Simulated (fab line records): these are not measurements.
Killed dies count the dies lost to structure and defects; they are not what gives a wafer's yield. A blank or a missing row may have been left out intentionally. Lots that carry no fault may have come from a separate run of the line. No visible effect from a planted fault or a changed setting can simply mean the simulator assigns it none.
The tool behind it: which one? + flow n5 finfet + 34 wafers from 12 lots sampled at 3 of the route's 1938 steps

WHAT THE GAUGES SHOWED, per wafer
N5_BEOL_M6_THK_MEAS_01. Usual: M6_ILD_THK typically reads 155.5 nm, with standard deviation 2.
| lot  | measured     | on            | M6_ILD_THK (nm)   | flag |
|------|--------------|---------------|-------------------|------|
| L226 | day 8 08:08  | film metro-02 | 153.8 154.3 155.3 |      |
| L227 | day 8 13:05  | film metro-02 | 157.0 157.7 157.0 |      |
| L228 | day 8 14:26  | film metro-02 | 152.9 155.7 156.0 |      |
| L229 | day 8 21:56  | film metro-01 | 152.5 158.9 156.3 |      |
| L235 | day 10 22:22 | film metro-01 | 155.7 154.8 158.5 |      |
| L237 | day 11 07:33 | film metro-02 | 156.2 152.6 156.0 |      |
| L239 | day 12 05:25 | film metro-02 | 155.4 153.5 157.9 |      |
| L240 | day 12 05:37 | film metro-01 | 153.1 152.0 155.9 |      |
| L243 | day 13 06:40 | film metro-02 | 155.6 159.1       |      |
| L246 | day 13 13:39 | film metro-02 | 154.4 154.4 156.7 |      |
| L248 | day 14 18:39 | film metro-02 | 154.8 155.3       |      |
| L249 | day 15 00:16 | film metro-02 | 152.3 155.1 155.8 |      |

EACH LOT AND THE TOOL THAT RAN IT (in order: tool; ch and the chambers of the sampled wafers; start)
| lot  | N5_BEOL_M5_PRE_CLEAN_77          | N5_BEOL_M5_DEP_56               |
|------|----------------------------------|---------------------------------|
| L226 | cvd co-02 ch 1,2, day 8 06:47    | pecvd-02 ch 0,1,2, day 8 06:56  |
| L227 | cvd co-02 ch 0,2, day 8 12:13    | pecvd-03 ch 0,2, day 8 12:22    |
| L228 | cvd co-02 ch 0,1,2, day 8 13:06  | pecvd-02 ch 0,1,2, day 8 13:15  |
| L229 | cvd co-01 ch 0,2, day 8 21:02    | pecvd-03 ch 0,2, day 8 21:14    |
| L235 | cvd co-01 ch 0, day 10 21:27     | pecvd-03 ch 0,1,2, day 10 21:40 |
| L237 | cvd co-01 ch 0,2, day 11 06:15   | pecvd-02 ch 0,1, day 11 06:28   |
| L239 | cvd co-01 ch 0,1, day 12 04:32   | pecvd-04 ch 0,1,2, day 12 04:42 |
| L240 | cvd co-02 ch 0,1,2, day 12 04:44 | pecvd-02 ch 0,2, day 12 04:54   |
| L243 | cvd co-01 ch 0, day 13 05:48     | pecvd-02 ch 1,2, day 13 05:57   |
| L246 | cvd co-02 ch 0,2, day 13 12:47   | pecvd-04 ch 0,2, day 13 12:57   |
| L248 | cvd co-01 ch 0,1, day 14 17:47   | pecvd-04 ch 1,2, day 14 17:56   |
| L249 | cvd co-02 ch 2, day 14 23:20     | pecvd-02 ch 0,2, day 14 23:32   |
- N5_BEOL_M5_PRE_CLEAN_77: time 15 s.
- N5_BEOL_M5_DEP_56: deposits SiCN from 3MS/NH3, target thk 8 nm, time 14 s.

AS READ BY THE TOOLS THEMSELVES (means over the sampled wafers that have a number; for cases with no such wafer, the mark the record gives instead)
N5_BEOL_M5_PRE_CLEAN_77. Usual: heater power w reads 96 W (standard deviation 27).
| lot  | tool      | heater power w (W) | flag |
|------|-----------|--------------------|------|
| L226 | cvd co-02 | 78                 |      |
| L227 | cvd co-02 | 96                 |      |
| L228 | cvd co-02 | 88                 |      |
| L229 | cvd co-01 | 128                |      |
| L235 | cvd co-01 | 92                 |      |
| L237 | cvd co-01 | 127                |      |
| L239 | cvd co-01 | 72                 |      |
| L240 | cvd co-02 | 88                 |      |
| L243 | cvd co-01 | 93                 |      |
| L246 | cvd co-02 | 98                 |      |
| L248 | cvd co-01 | 78                 |      |
| L249 | cvd co-02 | 73                 |      |

N5_BEOL_M5_DEP_56. Usual: showerhead plenum p Torr 3.665 Torr, standard deviation 0.013; throttle valve pct 8.9 %, standard deviation 0.41.
| lot  | tool     | showerhead plenum p Torr (Torr) | throttle valve pct (%) | flag |
|------|----------|---------------------------------|------------------------|------|
| L226 | pecvd-02 | 3.659                           | 9.2                    |      |
| L227 | pecvd-03 | 3.689                           | 9.0                    |      |
| L228 | pecvd-02 | 3.656                           | 9.2                    |      |
| L229 | pecvd-03 | 3.688                           | 9.1                    |      |
| L235 | pecvd-03 | 3.682                           | 8.6                    |      |
| L237 | pecvd-02 | 3.669                           | 9.4                    |      |
| L239 | pecvd-04 | 3.655                           | 8.5                    |      |
| L240 | pecvd-02 | 3.656                           | 9.1                    |      |
| L243 | pecvd-02 | 3.663                           | 9.3                    |      |
| L246 | pecvd-04 | 3.651                           | 8.6                    |      |
| L248 | pecvd-04 | 3.653                           | 8.5                    |      |
| L249 | pecvd-02 | 3.658                           | 9.1                    |      |

THE ANSWER, worked out from the rows above alone
Rule: take the mean of a lot's wafers that have a number; if it is more than 3 standard deviations from the usual mean, the lot is off. Also off: a lot with no number at a reading for which 4 or more lots have one. Where the step has rows for the other lots, those lots are counted as sound. First the gauges in route order, then the tools' own readings, where a lot's mean is used as printed above. The first step at which some lot is off is used, and at that step the reading that is off furthest; a lot without a number counts as furthest.
No lot is off on any of the readings shown, so nothing can be concluded from this.

WHAT THE SIMULATOR HAD PUT IN
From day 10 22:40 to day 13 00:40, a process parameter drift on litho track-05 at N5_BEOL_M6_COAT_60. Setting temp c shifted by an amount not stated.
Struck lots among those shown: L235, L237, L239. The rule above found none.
